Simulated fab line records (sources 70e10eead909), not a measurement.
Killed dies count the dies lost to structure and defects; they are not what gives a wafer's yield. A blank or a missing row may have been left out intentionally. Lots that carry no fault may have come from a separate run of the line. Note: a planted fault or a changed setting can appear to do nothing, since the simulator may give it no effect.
Problem report in the 8D (eight disciplines) form, filled by code / flow nand-harc / the parts of the form that need people (team, actions taken, sign-off) are left out

## 1. WHAT WENT WRONG
heater-power-total-W at NHARC_P_CONTACT_PEB_10 reads a mean of 161.5 W on 6 wafers of 2 lots; wafers without a fault read 156.6 W with a standard deviation of 0.42. That is +12 standard deviations from the usual mean.
The step: peb time 65 s.
The first sign was on wafer L606.1 at day 12 20:31, on litho-track-06. At this step, 36 wafers from 12 lots have a number in the record. Rule for "out" (also "out of limits"): further than 4 standard deviations from the usual mean. The other wafers with a number count as sound.

## 2. WHAT IT IS AND WHAT IT IS NOT
question=which readings at this step | is=heater-power-total-W | is not=exhaust-pa
question=which lots | is=L606, L607 | is not=L591, L592, L593, L594, L595, L597, L604, L609, L612, L613
question=which wafers of those lots | is=all that have a number | is not=-
question=read on which tools | is=litho-track-06 | is not=litho-track-01, litho-track-04
question=when | is=from day 12 20:31 | is not=up to then (21 sound wafers); but 9 sound wafers of L609, L612, L613 came after

## 3. WHAT RULES OUT EACH SUSPECT
Counting: a tool stays on the suspect list if, at a process step up to the reading, it processed all lots that are out and no sound lot following the first of them.
- pecvd-03 at NHARC_P_CONTACT_DEP_00 (deposits SiO2, target thk 500 nm): kept. Every lot that is out went through it, starting with L606 (day 12 20:31), and after that it ran no sound lot; the last sound lot it ran before then is L604 (day 12 00:18). Because NHARC_P_CONTACT_DEP_00 lacks a start for some lots, the hours and order of its lots are taken from NHARC_P_CONTACT_PEB_10.
- litho-track-06 at NHARC_P_CONTACT_PEB_10 (peb time 65 s): ruled out as a lasting fault. Following L606 (day 12 20:31), the first lot on it that is out, the sound lots L612 were run on it.
Remaining after the count: pecvd-03 at NHARC_P_CONTACT_DEP_00.

## 4. THE CAUSE (what the simulator had put in)
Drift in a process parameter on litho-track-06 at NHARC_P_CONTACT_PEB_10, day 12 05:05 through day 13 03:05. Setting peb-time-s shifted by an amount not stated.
Counting ruled it out, wrongly.

## 5. THE CHAIN OF EFFECTS, in route order
Rows list readings where the struck wafers' mean (over those with a number) sits beyond 3 standard deviations from the usual. Scope: only readings with a usual standard deviation given in the record; hours: median across lots of the time from each lot's start at the first step in this table that gives one to its start at this step; sigmas: change in usual standard deviations.
hours=0; step=NHARC_P_CONTACT_PEB_10; reading=heater-power-total-W; usual=156.6 W; on struck wafers=161.5; change=+4.9; sigmas=+12
hours=0; step=NHARC_P_CONTACT_CD_MEAS_12; reading=cd-nm; usual=90.0 nm; on struck wafers=87.8; change=-2.2; sigmas=-3.0
Its process steps:
- NHARC_P_CONTACT_PEB_10: peb time 65 s.
At these later measuring or inspecting steps, every struck wafer for which the step has a row has a number for every such reading, and none has moved that far: NHARC_END_SORT_01.

## 6. WHAT WOULD HAVE CAUGHT IT SOONER
15 hours passed between the start of the fault at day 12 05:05 and the first reading out of limits in this record, taken at day 12 20:31.
